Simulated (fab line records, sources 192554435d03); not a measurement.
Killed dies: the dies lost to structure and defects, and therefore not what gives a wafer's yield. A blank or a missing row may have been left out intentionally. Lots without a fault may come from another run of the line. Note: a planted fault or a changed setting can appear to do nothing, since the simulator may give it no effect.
Which tool was responsible? / flow n5_finfet / 6 lots with 18 wafers sampled at 4 steps, on a route of 1938 steps

WHAT EACH GAUGE READ, for each wafer
N5_PASSIVATION_OVL_MEAS_60.
lot=L930; measured=day 12 07:32; on=overlay-01; TV_OVL (nm)=4 -1 -1
lot=L933; measured=day 13 07:55; on=overlay-01; TV_OVL (nm)=4 2 2
lot=L935; measured=day 13 23:15; on=overlay-02; TV_OVL (nm)=-9 -10 -4
lot=L938; measured=day 14 01:33; on=overlay-02; TV_OVL (nm)=-2 2 -1
lot=L942; measured=day 16 12:26; on=overlay-01; TV_OVL (nm)=7 9 8
lot=L952; measured=day 18 04:15; on=overlay-02; TV_OVL (nm)=2 -7 -3

WHAT TOOL EACH LOT RAN ON (gives the tool, then ch and the chambers of the sampled wafers, and finally the start)
lot=L930; N5_BEOL_M6_ECD_50=ecd_cu-01 ch 0,1, day 8 21:50; N5_BEOL_M15_PRE_CLEAN_42=pvd_sputter-01, day 11 18:07; N5_BEOL_M15_CMP_49=cmp-02 ch 0,1, day 11 18:58
lot=L933; N5_BEOL_M6_ECD_50=ecd_cu-01 ch 0,1, day 9 17:01; N5_BEOL_M15_PRE_CLEAN_42=pvd_sputter-03, day 12 22:44; N5_BEOL_M15_CMP_49=cmp-03 ch 0,2, day 12 23:35
lot=L935; N5_BEOL_M6_ECD_50=ecd_cu-01 ch 0,1, day 10 16:13; N5_BEOL_M15_PRE_CLEAN_42=pvd_sputter-03, day 13 13:03; N5_BEOL_M15_CMP_49=cmp-03 ch 0,1,2, day 13 13:59
lot=L938; N5_BEOL_M6_ECD_50=ecd_cu-01 ch 0,1, day 11 03:37; N5_BEOL_M15_PRE_CLEAN_42=pvd_sputter-03, day 13 18:53; N5_BEOL_M15_CMP_49=cmp-03 ch 0,1,2, day 13 19:46
lot=L942; N5_BEOL_M6_ECD_50=ecd_cu-01 ch 0,1, day 12 16:43; N5_BEOL_M15_PRE_CLEAN_42=pvd_sputter-01, day 16 03:28; N5_BEOL_M15_CMP_49=cmp-02 ch 1,3, day 16 04:22
lot=L952; N5_BEOL_M6_ECD_50=ecd_cu-02 ch 0,1, day 15 06:32; N5_BEOL_M15_PRE_CLEAN_42=pvd_sputter-01, day 17 21:40; N5_BEOL_M15_CMP_49=cmp-03 ch 0,3, day 17 22:32
- N5_BEOL_M6_ECD_50: material Cu, target thk 300 nm.
- N5_BEOL_M15_PRE_CLEAN_42: time 30 s.
- N5_BEOL_M15_CMP_49: polishes, stops on SiO2, t overpolish 4.9 s, target thk 850 nm.

THE ANSWER, worked out from the rows above alone
Rule: usual is defined by the lots themselves. Put in order of their means at a reading, lots are off if they are a third of the lots or fewer, leave a main group of 4 or more, and stand apart from it by a gap of 3 or more times the standard deviation of the main group's means; of several such gaps the widest counts. A main group whose means are all the same, to the digits that the tables above print for the reading, isn't used. A lot without any number at a reading at which 4 lots or more have one is off too. The other lots that the step has rows for count as sound.
Nothing can be told from this: no lot is off at any reading shown.

WHAT HAD BEEN PUT IN BY THE SIMULATOR
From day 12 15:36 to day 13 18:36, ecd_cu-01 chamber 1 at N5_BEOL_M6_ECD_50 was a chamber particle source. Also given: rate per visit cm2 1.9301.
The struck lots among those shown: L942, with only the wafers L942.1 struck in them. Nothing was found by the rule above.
